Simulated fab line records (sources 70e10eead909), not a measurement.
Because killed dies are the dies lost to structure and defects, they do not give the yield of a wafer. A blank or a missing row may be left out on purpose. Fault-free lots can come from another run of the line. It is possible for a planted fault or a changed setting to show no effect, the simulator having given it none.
fab line records    flow nand-harc
[record] lots = 6  wafers = 16  last-day = 34
route steps=1302 shown A_CONTACT@1081
lots that met no fault: from a run of the same line without faults
start-h: start of the lot's first displayed wafer, in hours after the record's first day    wait-h: hours since the lot's step before    " the same as in the row above    L1.1+2: a single row standing in for several wafers    - either no value or no given start    * or withheld: withheld    < > ~ a bound
route shown NAME@n: names a module that has steps shown in the file, with the first one's number in the route    usual: mean/standard deviation of fault-free wafers    same: alike in all rows    chamber/n: place in a boat    sites: each site's reading    _std_site: standard deviation across them    _edge_site: mean of outer sites minus mean of inner sites    radius-mm: for every site, how far away it sits from the centre of the wafer    mask NAME#n: copy n    behind: the tool/chamber that last shaped the wafer    hold: what put the lot on hold/how long, in hours/how the hold closed    device: which transistor (n, p or np) failed to switch    end of line: at the end of the route, the tests of the same wafers    for a step that has no rows: nothing shown but its recipe    killed: count of dies lost to structure and defects at first sort (not the wafer's yield)    map: shows each die of a wafer: x if killed, . if not, _ if none is there
set.NAME: the run value of the setting; set.NAME@STEP: its run value at that earlier step    model.NAME: the simulator's own value behind a step, which no gauge read
lots at selected steps of the route; one table per step, one row per wafer
services: from which hour (start-h, from the record's first day; less than 0 if before it) a tool's chamber was out of use, for how many hours, and why
[[steps]]
[step NHARC_A_CONTACT_DESCUM_13]
[recipe] time-s = 3  o2-flow-sccm = 200  ar-flow-sccm = 0  bias-power-w = 0  chemistry = O2
[step NHARC_A_CONTACT_ETCH_88]
[recipe] target-depth-a = 390  over-etch-frac = 0.3  time-s = 65  ion-energy-ev = 80  cf4-flow-sccm = 150  ar-flow-sccm = 0  rf-w = 300  bias-w = 100  chemistry = CF4
[usual] cf4-flow-sccm = 150.0/0.46  drypump-motor-current-A = 5.7/0.56  oes-product-au = 1.003/0.0081  rf-vpp-V = 151.1/1.4  showerhead-plenum-p-Torr = 1.76/0.088  throttle-valve-pct = 13.284/0.0098
lot.wafer  tool         chamber  start-h  wait-h  cf4-flow-sccm  drypump-motor-current-A  oes-product-au  rf-hours-counter-h  rf-vpp-V  showerhead-plenum-p-Torr  throttle-valve-pct
L698.3     rie-diel-02  0        539.18   0.8     149.7          4.8                      1.010           19                  151.2     1.71                      13.292
L698.6     "            0        "        "       150.0          4.8                      1.008           -                   150.0     1.71                      13.279
L698.5     "            1        "        "       150.5          5.8                      1.000           -                   151.2     1.83                      13.293
L697.2     rie-diel-02  3        539.60   0.1     150.3          5.8                      1.006           18                  151.3     1.74                      13.291
L697.5     "            3        "        "       149.8          5.9                      1.006           -                   151.2     1.74                      13.288
L697.6     "            0        "        "       150.5          4.8                      1.003           -                   152.2     1.71                      13.273
L708.1     rie-diel-02  0        631.75   0.1     149.3          4.8                      0.999           7                   150.7     1.70                      13.295
L708.4     "            1        "        "       149.7          5.8                      1.000           10                  152.7     1.82                      13.280
L711.4     rie-diel-06  3        652.43   0.1     149.9          5.5                      1.009           43                  149.9     1.64                      13.285
L711.6     "            3        "        "       150.1          5.5                      1.006           -                   149.5     1.64                      13.292
L718.3     rie-diel-06  0        727.81   0.1     149.7          5.8                      1.011           19                  149.7     1.68                      13.289
L718.4     "            3        "        "       150.3          5.5                      1.010           20                  153.5     1.90                      13.287
L718.6     "            1        "        "       150.2          6.5                      1.009           -                   151.8     1.69                      13.281
L720.1     rie-diel-05  3        751.95   0.2     149.5          6.4                      1.013           56                  152.7     1.89                      13.279
L720.4     "            0        "        "       149.8          5.4                      1.003           52                  152.0     1.87                      13.280
L720.5     "            0        "        "       149.4          5.4                      1.011           -                   151.5     1.87                      13.295
[step NHARC_A_CONTACT_ETCH_89]
[recipe] target-depth-a = 2600  over-etch-frac = 0.3  time-s = 475.3  ion-energy-ev = 200  n2-flow-sccm = 150  h2-flow-sccm = 150  ar-flow-sccm = 0  rf-w = 400  bias-w = 150  chemistry = N2/H2
[step NHARC_A_CONTACT_ETCH_30]
[recipe] target-depth-a = 726  time-s = 36.3  cf4-flow-sccm = 100  chf3-flow-sccm = 30  ar-flow-sccm = 0  rf-w = 500  bias-w = 200  chemistry = CF4/CHF3
[step NHARC_A_CONTACT_ETCH_31]
[recipe] target-depth-a = 28000  over-etch-frac = 0.3  time-s = 728  ion-energy-ev = 150  o2-flow-sccm = 400  cos-flow-sccm = 20  ar-flow-sccm = 0  rf-w = 500  bias-w = 300  chemistry = O2/COS
[step NHARC_A_CONTACT_ETCH_134]
[recipe] source-w = withheld  pressure-mtorr = 20  bias-v = withheld  time-s = 140  target-depth-a = 7000  ar-flow-sccm = withheld  c4f8-flow-sccm = withheld  o2-flow-sccm = withheld  chemistry = C4F8/O2/Ar
lot.wafer  tool             chamber  start-h  wait-h  rf-hours-counter-h
L698.3     har-cap-etch-03  1        540.54   -       -
L698.6     "                0        "        "       -
L698.5     "                1        "        "       -
L697.2     har-cap-etch-02  1        541.05   -       93
L697.6     "                0        "        "       -
L697.5     "                1        "        "       -
L708.1     har-cap-etch-03  0        632.79   -       64
L708.4     "                0        "        "       -
L711.4     har-cap-etch-01  0        653.56   -       -
L711.6     "                1        "        "       -
L718.4     har-cap-etch-03  0        729.07   -       -
L718.3     "                1        "        "       -
L718.6     "                1        "        "       -
L720.1     har-cap-etch-02  1        753.02   -       133
L720.4     "                1        "        "       -
L720.5     "                0        "        "       -
[step NHARC_A_CONTACT_ETCH_135]
[recipe] source-w = withheld  pressure-mtorr = 20  bias-v = 1200  time-s = 311  target-depth-a = 19120  ar-flow-sccm = withheld  c4f8-flow-sccm = withheld  o2-flow-sccm = withheld  chemistry = C4F8/O2/Ar
[step NHARC_A_CONTACT_ETCH_136]
[recipe] source-w = withheld  pressure-mtorr = 20  bias-v = 1200  time-s = 311  target-depth-a = 19120  ar-flow-sccm = withheld  c4f8-flow-sccm = withheld  o2-flow-sccm = withheld  chemistry = C4F8/O2/Ar
lot.wafer  tool             chamber  start-h  wait-h  rf-hours-counter-h
L698.3     har-cap-etch-03  1        541.05   0.2     -
L698.6     "                0        "        "       -
L698.5     "                1        "        "       -
L697.2     har-cap-etch-02  1        541.54   0.2     93
L697.6     "                0        "        "       -
L697.5     "                1        "        "       -
L708.1     har-cap-etch-03  0        633.26   0.2     64
L708.4     "                0        "        "       -
L711.4     har-cap-etch-01  0        654.07   0.2     -
L711.6     "                1        "        "       -
L718.4     har-cap-etch-03  0        729.74   0.3     -
L718.3     "                1        "        "       -
L718.6     "                1        "        "       -
L720.1     har-cap-etch-02  1        753.50   0.2     134
L720.4     "                1        "        "       -
L720.5     "                0        "        "       -
[step NHARC_A_CONTACT_ETCH_137]
[recipe] source-w = withheld  pressure-mtorr = 20  bias-v = 1200  time-s = 311  target-depth-a = 19120  ar-flow-sccm = withheld  c4f8-flow-sccm = withheld  o2-flow-sccm = withheld  chemistry = C4F8/O2/Ar
lot.wafer  tool             chamber  start-h  wait-h  rf-hours-counter-h
L698.3     har-cap-etch-03  1        541.31   0.2     -
L698.6     "                0        "        "       -
L698.5     "                1        "        "       -
L697.2     har-cap-etch-02  1        541.81   0.2     93
L697.6     "                0        "        "       -
L697.5     "                1        "        "       -
L708.1     har-cap-etch-03  0        633.53   0.2     64
L708.4     "                0        "        "       -
L711.4     har-cap-etch-01  0        654.34   0.2     -
L711.6     "                1        "        "       -
L718.4     har-cap-etch-03  0        730.09   0.3     -
L718.3     "                1        "        "       -
L718.6     "                1        "        "       -
L720.1     har-cap-etch-02  1        753.78   0.2     134
L720.4     "                1        "        "       -
L720.5     "                0        "        "       -
[step NHARC_A_CONTACT_ETCH_138]
[recipe] source-w = withheld  pressure-mtorr = 20  bias-v = 1200  time-s = 311  target-depth-a = 19140  ar-flow-sccm = withheld  c4f8-flow-sccm = withheld  o2-flow-sccm = withheld  chemistry = C4F8/O2/Ar
[step NHARC_A_CONTACT_ETCH_139]
[recipe] source-w = withheld  pressure-mtorr = 20  bias-v = 400  time-s = 195  target-depth-a = 8400  ar-flow-sccm = withheld  c4f8-flow-sccm = 11.5  o2-flow-sccm = 7.2  chemistry = C4F8/O2/Ar
[step NHARC_A_CONTACT_ETCH_92]
[recipe] target-depth-a = 400  over-etch-frac = 0.5  time-s = 85.7  ion-energy-ev = 120  ch3f-flow-sccm = 50  o2-flow-sccm = 30  ar-flow-sccm = 200  rf-w = 500  bias-w = 100  chemistry = CH3F/O2
[usual] drypump-motor-current-A = 5.8/0.56  oes-product-au = 0.938/0.026  rf-vpp-V = 244.1/1.8  showerhead-plenum-p-Torr = 2.45/0.12  throttle-valve-pct = 20.663/0.0091
lot.wafer  tool         chamber  start-h  wait-h  drypump-motor-current-A  oes-product-au  rf-hours-counter-h  rf-vpp-V  showerhead-plenum-p-Torr  throttle-valve-pct
L698.3     rie-diel-02  2        542.27   0.4     6.3                      0.935           19                  242.7     2.31                      20.664
L698.6     "            2        "        "       6.3                      0.929           -                   241.8     2.31                      20.664
L698.5     "            3        "        "       5.8                      0.931           -                   242.0     2.42                      20.660
L697.2     rie-diel-06  1        542.87   0.5     6.5                      0.925           16                  241.9     2.37                      20.675
L697.6     "            1        "        "       6.5                      0.926           -                   242.6     2.36                      20.661
L697.5     "            2        "        "       5.8                      0.917           -                   245.4     2.49                      20.659
L708.1     rie-diel-02  1        634.66   0.5     5.8                      0.933           11                  244.3     2.54                      20.653
L708.4     "            2        "        "       6.3                      0.935           11                  243.4     2.30                      20.655
L711.4     rie-diel-02  2        655.33   0.4     6.3                      0.922           16                  241.6     2.30                      20.650
L711.6     "            1        "        "       5.8                      0.933           -                   245.3     2.54                      20.668
L718.3     rie-diel-02  1        731.35   0.4     5.8                      0.932           29                  245.0     2.53                      20.647
L718.4     "            0        "        "       4.8                      0.923           28                  242.3     2.36                      20.662
L718.6     "            1        "        "       5.8                      0.934           -                   244.0     2.53                      20.664
L720.4     rie-diel-06  3        754.85   0.4     5.5                      0.923           28                  246.3     2.65                      20.676
L720.1     "            0        "        "       5.8                      0.925           28                  242.8     2.33                      20.656
L720.5     "            2        "        "       5.8                      0.916           -                   244.6     2.47                      20.669
[step NHARC_A_CONTACT_ETCH_98]
[recipe] target-depth-a = 200  over-etch-frac = 0.5  time-s = 10  ion-energy-ev = 250  c4f6-flow-sccm = 25  o2-flow-sccm = 20  ar-flow-sccm = 500  rf-w = 600  bias-w = 500  chemistry = C4F6/O2
[usual] drypump-motor-current-A = 5.8/0.55  oes-product-au = 0.958/0.02  rf-vpp-V = 546/3.9  showerhead-plenum-p-Torr = 3.90/0.19  throttle-valve-pct = 26.904/0.0091
lot.wafer  tool         chamber  start-h  wait-h  drypump-motor-current-A  oes-product-au  rf-hours-counter-h  rf-vpp-V  showerhead-plenum-p-Torr  throttle-valve-pct
L698.3     rie-diel-02  2        542.40   -       6.3                      0.961           19                  542       3.70                      26.895
L698.6     "            2        "        "       6.3                      0.965           -                   543       3.70                      26.901
L698.5     "            3        "        "       5.8                      0.951           -                   546       3.87                      26.905
L697.2     rie-diel-06  1        543.01   -       6.5                      0.955           16                  544       3.78                      26.908
L697.6     "            3        "        "       5.5                      0.939           -                   540       3.67                      26.915
L697.5     "            0        "        "       5.8                      0.935           -                   544       3.78                      26.909
L708.1     rie-diel-02  2        634.77   -       6.3                      0.952           11                  542       3.69                      26.903
L708.4     "            3        "        "       5.9                      0.776           7                   546       3.86                      26.912
L711.4     rie-diel-02  1        655.44   -       5.8                      0.792           12                  549       4.04                      26.900
L711.6     "            1        "        "       5.8                      0.779           -                   550       4.04                      26.908
L718.4     rie-diel-02  0        731.49   -       4.8                      0.940           28                  544       3.77                      26.909
L718.3     "            1        "        "       5.8                      0.947           30                  550       4.03                      26.903
L718.6     "            2        "        "       6.3                      0.954           -                   542       3.68                      26.901
L720.1     rie-diel-06  2        754.98   -       5.8                      0.954           27                  548       3.93                      26.895
L720.4     "            3        "        "       5.5                      0.952           28                  554       4.21                      26.919
L720.5     "            0        "        "       5.8                      0.937           -                   542       3.74                      26.888
[step NHARC_A_CONTACT_CD_MEAS_15]
[usual] cd-nm = 189.9/0.58
lot.wafer  tool       chamber  start-h  wait-h  cd-nm
L698.3     cd-sem-02  -        542.49   -       189.2
L698.5     "          -        "        "       189.4
L698.6     "          -        "        "       189.3
L697.2     cd-sem-03  -        543.09   -       190.6
L697.5     "          -        "        "       190.3
L697.6     "          -        "        "       190.3
L708.1     cd-sem-03  -        634.85   -       190.5
L708.4     "          -        "        "       190.5
L711.4     cd-sem-03  -        655.55   -       190.2
L711.6     "          -        "        "       190.1
L718.3     cd-sem-02  -        731.57   -       190.9
L718.4     "          -        "        "       191.1
L718.6     "          -        "        "       190.9
L720.1     cd-sem-02  -        755.05   -       189.7
L720.4     "          -        "        "       190.2
L720.5     "          -        "        "       190.1
[[services]]
tool             chamber  start-h  hours  kind
rie-diel-02      0        525.79   -      clean
rie-diel-02      1        525.79   -      clean
rie-diel-02      2        525.79   -      clean
rie-diel-02      3        525.79   -      clean
rie-diel-06      -        545.51   0.6    repair
rie-diel-02      0        550.62   -      clean
rie-diel-02      1        550.62   -      clean
rie-diel-02      2        550.62   -      clean
rie-diel-02      3        550.62   -      clean
rie-diel-02      -        571.20   9.0    pm
rie-diel-02      0        571.20   9.0    vent-cycle
rie-diel-02      1        571.20   9.0    vent-cycle
rie-diel-05      -        583.68   9.0    pm
rie-diel-02      0        587.88   3.2    repair
rie-diel-02      3        609.61   14.8   repair
rie-diel-05      0        637.01   11.8   repair
rie-diel-02      1        642.23   10.7   repair
rie-diel-02      0        651.71   1.5    repair
rie-diel-06      -        661.27   9.0    pm
rie-diel-02      2        684.20   5.6    repair
rie-diel-05      2        713.97   2.4    repair
rie-diel-06      0        721.43   1.9    repair
rie-diel-02      -        748.20   9.0    pm
har-cap-etch-02  -        754.55   17.0   pm
[[key]]
[first-sign] step = NHARC_A_CONTACT_ETCH_98  reading = oes-product-au  direction = down  sigmas = 8.7  usual = 0.958  struck = 0.782
effect none on later readings
met-at NHARC_A_CONTACT_ETCH_98
struck-wafers L708.4,L711.4,L711.6
sort-left-out L708.4,L711.4,L711.6
tester-left-out L708,L711
onset-between 542.40 634.77
[fault] kind = process-parameter-drift  tool = rie-diel-02  chamber = -  onset-h = 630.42  steps = NHARC_A_CONTACT_ETCH_98  channel = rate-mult  offset = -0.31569  shape = step  end-h = 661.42  scope = struck-wafers-only
// tester-left-out: of these lots the tester's yield and bins aren't shown, on N5 and GAA mostly nor the transistor test; their killed dies are dies lost to structure and defects alone, not to doping, threshold or leakage, so they don't give the yield
// sort-left-out: the simulated sort isn't trusted on such a fault, so these wafers' sort isn't shown, and their yield isn't known
